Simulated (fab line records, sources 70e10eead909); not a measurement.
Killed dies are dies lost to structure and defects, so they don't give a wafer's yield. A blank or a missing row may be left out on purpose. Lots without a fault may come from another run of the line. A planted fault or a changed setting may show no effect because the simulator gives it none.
fab line records | flow nand_harc | part 2 of 2: steps 31 to 42 of 42
record lots=5 wafers=15 last_day=29
route steps=1302 shown A_DECK1_JOINT@523 A_ONON_D2@545
lots that met no fault: from a run of the same line without faults
start_h: hours from the record's first day to the start of the lot's first wafer shown | wait_h: hours since the lot's step before | " the same as in the row above | L1.1+2: a row that stands for several wafers | - no value, or no start given | * or withheld: withheld | < > ~ a bound
route shown NAME@n: a module of which the file shows steps, and the number in the route of the first | usual: mean/standard deviation of fault-free wafers | same: alike in all rows | chamber/n: place in a boat | sites: the reading at each site | _std_site: their standard deviation | _edge_site: outer sites' mean less inner sites' | radius_mm: how far each site lies from the wafer's centre | mask NAME#n: copy n | behind: the tool/chamber that last shaped the wafer | hold: why the lot was held/for how many hours/how that ended | device: the transistor (n, p or np) that didn't switch | end of line: the same wafers' tests at the end of the route | a step without rows: its recipe alone | killed: dies lost to structure and defects at the first sort, not the wafer's yield | map: a wafer's dies, x killed, . not, _ none there
set.NAME: the setting as run; set.NAME@STEP: as run at that earlier step | model.NAME: the simulator's own value behind a step, which no gauge read
lots at some steps of the route; a table a step, a row a wafer
services: from which hour (start_h, from the record's first day; less than 0 if before it) a tool's chamber was out of use, for how many hours, and why
## steps
# step NHARC_A_ONON_D2_THK_MEAS_14
# recipe thk_meas_gauge=ellipsometry
# usual thk_nm=999/9
# columns lot.wafer tool chamber start_h wait_h thk_nm
L074.3 film_metro-01 - 271.72 - 1001
L074.4 " - " " 1002
L074.6 " - " " 1003
L075.3 film_metro-01 - 286.20 - 1002
L075.4 " - " " 1002
L075.6 " - " " 1002
L083.1 film_metro-02 - 369.77 - 980
L083.4 " - " " 981
L083.6 " - " " 981
L085.2 film_metro-01 - 382.87 - 993
L085.4 " - " " 991
L085.5 " - " " 992
L088.1 film_metro-01 - 432.61 - 997
L088.2 " - " " 997
L088.4 " - " " 999
# step NHARC_A_ONON_D2_ANNEAL_15
# recipe temp_c=750 time_s=3600
# usual spike_tc_lower_C=749.6/1 tube_center_temp_C_max=751.9/0.34
# columns lot.wafer tool chamber start_h wait_h spike_tc_lower_C tube_center_temp_C_max
L074.3 furnace-07 0 274.99 3.3 750.8 751.6
L074.4 " 0 " " 748.5 751.5
L074.6 " 0 " " 749.2 751.7
L075.3 furnace-07 0 291.04 4.8 750.5 751.2
L075.4 " 0 " " 750.7 752.0
L075.6 " 0 " " 748.4 752.3
L083.1 furnace-07 0 372.79 3.0 747.3 752.7
L083.4 " 0 " " 749.8 751.7
L083.6 " 0 " " 749.4 752.3
L085.2 furnace-07 0 385.89 3.0 748.5 752.1
L085.4 " 0 " " 748.7 752.0
L085.5 " 0 " " 749.9 751.7
L088.1 furnace-01 0 436.59 4.0 749.5 751.9
L088.2 " 0 " " 750.7 752.0
L088.4 " 0 " " 750.3 751.9
# step NHARC_A_ONON_D2_DEP_16
# recipe target_thk_a=10000 n2_flow_sccm=2750 n2o_flow_sccm=2000 nh3_flow_sccm=500 sih4_flow_sccm=210 temp_c=400
# columns lot.wafer tool chamber start_h wait_h
L074.3+4+6 pecvd_onon-03 0 278.95 0.5
L075.3+4+6 pecvd_onon-02 0 294.93 0.5
L083.1+4+6 pecvd_onon-04 0 376.60 0.4
L085.2+4+5 pecvd_onon-03 0 389.75 0.4
L088.1+2+4 pecvd_onon-03 0 440.39 0.4
# step NHARC_A_ONON_D2_THK_MEAS_18
# recipe thk_meas_gauge=ellipsometry
# usual thk_nm=1000/8.1
# columns lot.wafer tool chamber start_h wait_h thk_nm
L074.3 film_metro-01 - 279.35 - 1007
L074.4 " - " " 1007
L074.6 " - " " 1007
L075.3 film_metro-01 - 295.32 - 992
L075.4 " - " " 991
L075.6 " - " " 991
L083.1 film_metro-01 - 377.11 - 993
L083.4 " - " " 993
L083.6 " - " " 994
L085.2 film_metro-02 - 390.20 - 994
L085.4 " - " " 993
L085.5 " - " " 992
L088.1 film_metro-01 - 440.90 - 997
L088.2 " - " " 999
L088.4 " - " " 999
# step NHARC_A_ONON_D2_DEP_19
# recipe target_thk_a=10000 n2_flow_sccm=2750 n2o_flow_sccm=2000 nh3_flow_sccm=500 sih4_flow_sccm=210 temp_c=400
# columns lot.wafer tool chamber start_h wait_h
L074.3+4+6 pecvd_onon-03 0 279.52 0.2
L075.3+4+6 pecvd_onon-04 0 295.49 0.2
L083.1+4+6 pecvd_onon-03 0 377.17 0.1
L085.2+4+5 pecvd_onon-04 0 390.32 0.1
L088.1+2+4 pecvd_onon-04 0 441.08 0.2
# step NHARC_A_ONON_D2_THK_MEAS_21
# recipe thk_meas_gauge=ellipsometry
# usual thk_nm=1000/10
# columns lot.wafer tool chamber start_h wait_h thk_nm
L074.3 film_metro-02 - 279.95 - 1005
L074.4 " - " " 1005
L074.6 " - " " 1002
L075.3 film_metro-01 - 295.89 - 1013
L075.4 " - " " 1012
L075.6 " - " " 1013
L083.1 film_metro-01 - 377.68 - 1007
L083.4 " - " " 1007
L083.6 " - " " 1007
L085.2 film_metro-01 - 390.78 - 1005
L085.4 " - " " 1006
L085.5 " - " " 1007
L088.1 film_metro-02 - 441.59 - 1000
L088.2 " - " " 1000
L088.4 " - " " 1000
# step NHARC_A_ONON_D2_DEP_22
# recipe target_thk_a=10000 n2_flow_sccm=2750 n2o_flow_sccm=2000 nh3_flow_sccm=500 sih4_flow_sccm=210 temp_c=400
# columns lot.wafer tool chamber start_h wait_h
L074.3+4+6 pecvd_onon-03 0 280.12 0.2
L075.3+4+6 pecvd_onon-03 0 296.06 0.2
L083.1+4+6 pecvd_onon-04 0 377.74 0.1
L085.2+4+5 pecvd_onon-02 0 390.89 0.1
L088.1+2+4 pecvd_onon-03 0 441.64 0.1
# step NHARC_A_ONON_D2_THK_MEAS_24
# recipe thk_meas_gauge=ellipsometry
# usual thk_nm=1000/11
# columns lot.wafer tool chamber start_h wait_h thk_nm
L074.3 film_metro-02 - 280.51 - 999
L074.4 " - " " 995
L074.6 " - " " 996
L075.3 film_metro-02 - 296.46 - 1003
L075.4 " - " " 1003
L075.6 " - " " 1003
L083.1 film_metro-01 - 378.26 - 992
L083.4 " - " " 993
L083.6 " - " " 991
L085.2 film_metro-01 - 391.34 - 1011
L085.4 " - " " 1010
L085.5 " - " " 1012
L088.1 film_metro-02 - 442.15 - 1002
L088.2 " - " " 1003
L088.4 " - " " 1002
# step NHARC_A_ONON_D2_DEP_25
# recipe target_thk_a=10000 n2_flow_sccm=2750 n2o_flow_sccm=2000 nh3_flow_sccm=500 sih4_flow_sccm=210 temp_c=400
# columns lot.wafer tool chamber start_h wait_h
L074.3+4+6 pecvd_onon-03 0 280.68 0.2
L075.3+4+6 pecvd_onon-02 0 296.63 0.2
L083.1+4+6 pecvd_onon-03 0 378.31 0.1
L085.2+4+5 pecvd_onon-03 0 391.46 0.1
L088.1+2+4 pecvd_onon-04 0 442.21 0.1
# step NHARC_A_ONON_D2_THK_MEAS_27
# recipe thk_meas_gauge=ellipsometry
# usual thk_nm=997/7.8
# columns lot.wafer tool chamber start_h wait_h thk_nm
L074.3 film_metro-01 - 281.07 - 1005
L074.4 " - " " 1001
L074.6 " - " " 1002
L075.3 film_metro-01 - 297.02 - 982
L075.4 " - " " 983
L075.6 " - " " 983
L083.1 film_metro-01 - 378.82 - 1004
L083.4 " - " " 1004
L083.6 " - " " 1004
L085.2 film_metro-02 - 391.93 - 1005
L085.4 " - " " 1006
L085.5 " - " " 1005
L088.1 film_metro-02 - 442.72 - 993
L088.2 " - " " 991
L088.4 " - " " 989
# step NHARC_A_ONON_D2_DEP_28
# recipe target_thk_a=10000 n2_flow_sccm=2750 n2o_flow_sccm=2000 nh3_flow_sccm=500 sih4_flow_sccm=210 temp_c=400
# columns lot.wafer tool chamber start_h wait_h
L074.3+4+6 pecvd_onon-02 0 281.24 0.2
L075.3+4+6 pecvd_onon-04 0 297.19 0.2
L083.1+4+6 pecvd_onon-03 0 378.88 0.1
L085.2+4+5 pecvd_onon-04 0 392.05 0.1
L088.1+2+4 pecvd_onon-04 0 442.91 0.2
# step NHARC_A_ONON_D2_THK_MEAS_30
# recipe thk_meas_gauge=ellipsometry
# usual thk_nm=996/9.9
# columns lot.wafer tool chamber start_h wait_h thk_nm
L074.3 film_metro-02 - 281.64 - 998
L074.4 " - " " 999
L074.6 " - " " 999
L075.3 film_metro-01 - 297.59 - 1008
L075.4 " - " " 1008
L075.6 " - " " 1008
L083.1 film_metro-01 - 379.39 - 983
L083.4 " - " " 986
L083.6 " - " " 984
L085.2 film_metro-02 - 392.50 - 1014
L085.4 " - " " 1014
L085.5 " - " " 1015
L088.1 film_metro-01 - 443.43 - 1006
L088.2 " - " " 1005
L088.4 " - " " 1006
## services
# columns tool chamber start_h hours kind
fcvd-01 - 216.17 1.1 repair
fcvd-02 - 222.95 0.8 repair
pecvd_onon-03 - 227.04 13.0 pm
wet_bench-04 - 227.20 8.0 pm
lpcvd-01 - 227.24 0.7 repair
cmp-02 - 234.27 4.0 pm
wet_bench-05 - 250.84 160.4 repair
fcvd-01 0 252.21 8.0 repair
fcvd-01 - 253.20 0.5 repair
fcvd-02 - 269.00 13.0 pm
wet_bench-04 - 278.15 2.0 repair
cmp-02 - 295.39 2.9 repair
pecvd_onon-04 - 311.41 13.0 pm
fcvd-02 - 323.42 0.2 repair
cmp-02 - 332.39 4.0 pm
lpcvd-01 - 332.95 1.1 repair
wet_bench-09 - 352.80 8.0 pm
fcvd-01 - 366.01 13.0 pm
pecvd_onon-02 - 366.55 13.0 pm
cmp-02 - 380.33 1.7 repair
wet_bench-04 - 403.20 8.0 pm
pecvd_onon-03 - 408.04 13.0 pm
cmp-02 - 430.39 4.0 pm
wet_bench-05 - 441.04 2.8 repair
